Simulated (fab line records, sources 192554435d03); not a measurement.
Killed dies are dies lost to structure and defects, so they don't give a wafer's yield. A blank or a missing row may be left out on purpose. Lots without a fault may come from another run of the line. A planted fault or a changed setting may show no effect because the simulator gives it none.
Split-lot experiment | flow n5_finfet | 7 lots, 21 wafers read, on a route of 1938 steps

THE SPLIT
At N5_BEOL_M7_ETCH_41 (etches SiCN in CH3F/O2, target depth 31.9 nm, time 57.8 s), the setting source_w was moved away from the recipe's 395 W on 8 of the 21 wafers read, by -14.5% to +11.6%. The other wafers ran this setting at the recipe's value.

The reading is taken at the split's own step.

THE READING
rf_vpp_V, in V, at N5_BEOL_M7_ETCH_41 (etches SiCN in CH3F/O2, target depth 31.9 nm, time 57.8 s). Fault-free wafers of this fab line usually give 297.4 V, standard deviation 1.4 V.

wafer  | tool, chamber at the split | source_w as run, W | against the recipe | rf_vpp_V, V | against lot-mates on the recipe
L080.3 | rie_diel-03, 1             | 368.4              | -6.7%              | 303.7       | +4.7
L080.5 | rie_diel-03, 2             | 395                | recipe             | 299.0       | -
L080.6 | rie_diel-03, 3             | 368.4              | -6.7%              | 306.0       | +7.0
L082.4 | rie_diel-02, 1             | 395                | recipe             | 299.9       | -
L082.5 | rie_diel-02, 3             | 395                | recipe             | 296.4       | -
L082.6 | rie_diel-02, 2             | 353.3              | -10.6%             | 308.5       | +10.4
L083.3 | rie_diel-03, 3             | 395                | recipe             | 298.0       | -
L083.4 | rie_diel-03, 1             | 339.7              | -14.0%             | 314.3       | +15.7
L083.5 | rie_diel-03, 3             | 395                | recipe             | 299.2       | -
L084.1 | rie_diel-02, 2             | 337.8              | -14.5%             | 311.7       | +16.0
L084.3 | rie_diel-02, 1             | 337.8              | -14.5%             | 314.9       | +19.2
L084.4 | rie_diel-02, 0             | 395                | recipe             | 295.7       | -
L086.1 | rie_diel-03, 3             | 440.9              | +11.6%             | 288.3       | -9.0
L086.4 | rie_diel-03, 2             | 395                | recipe             | 297.3       | -
L086.6 | rie_diel-03, 1             | 440.9              | +11.6%             | 285.7       | -11.6
L092.1 | rie_diel-03, 0             | 395                | recipe             | 295.5       | -
L092.3 | rie_diel-03, 2             | 395                | recipe             | 298.1       | -
L092.4 | rie_diel-03, 3             | 395                | recipe             | 298.8       | -
L097.2 | rie_diel-03, 0             | 395                | recipe             | 293.9       | -
L097.4 | rie_diel-03, 2             | 395                | recipe             | 297.2       | -
L097.6 | rie_diel-03, 0             | 395                | recipe             | 294.5       | -

THE FIT
A straight line over all 21 wafers: rf_vpp_V changes by -1.05 V for each +1% of source_w; r = -0.97; the points scatter about the line by 1.9 V.
The same after taking each lot's own level away (the mean of its wafers on the recipe; 21 wafers): -1.05 V for each +1%; r = -0.98; scatter 1.6 V.
On that fit, the largest move of source_w shifts the reading by 15 V.
The lots' own levels span 295.20 to 299.00 V, that is 2.7 times the standard deviation above.
So the lot-to-lot level changes the slope little: the two slopes agree.
Check: with one of the wafers moved furthest among these (-14.5%) left out of the fit, the line predicts +15.4 V for it against its lot-mates. It came out at +16 V against them.
Tool readings at the split's step, against how far the setting was moved: rf_vpp_V r = -0.97.

OTHER SPLITS ON THESE WAFERS
These wafers also went through other splits before the reading. Each is held against what the fit with the lots' levels taken away leaves over:
other split on the same wafers | wafers away from the commonest value | r with rf_vpp_V (lot level and that fit taken away)
N5_BEOL_M5_ETCH_41 source_w    | 5                                    | +0.16

THE FILE'S OWN FIT
rf_vpp_V changes by -1.07 V for each +1% of source_w, r = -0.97.
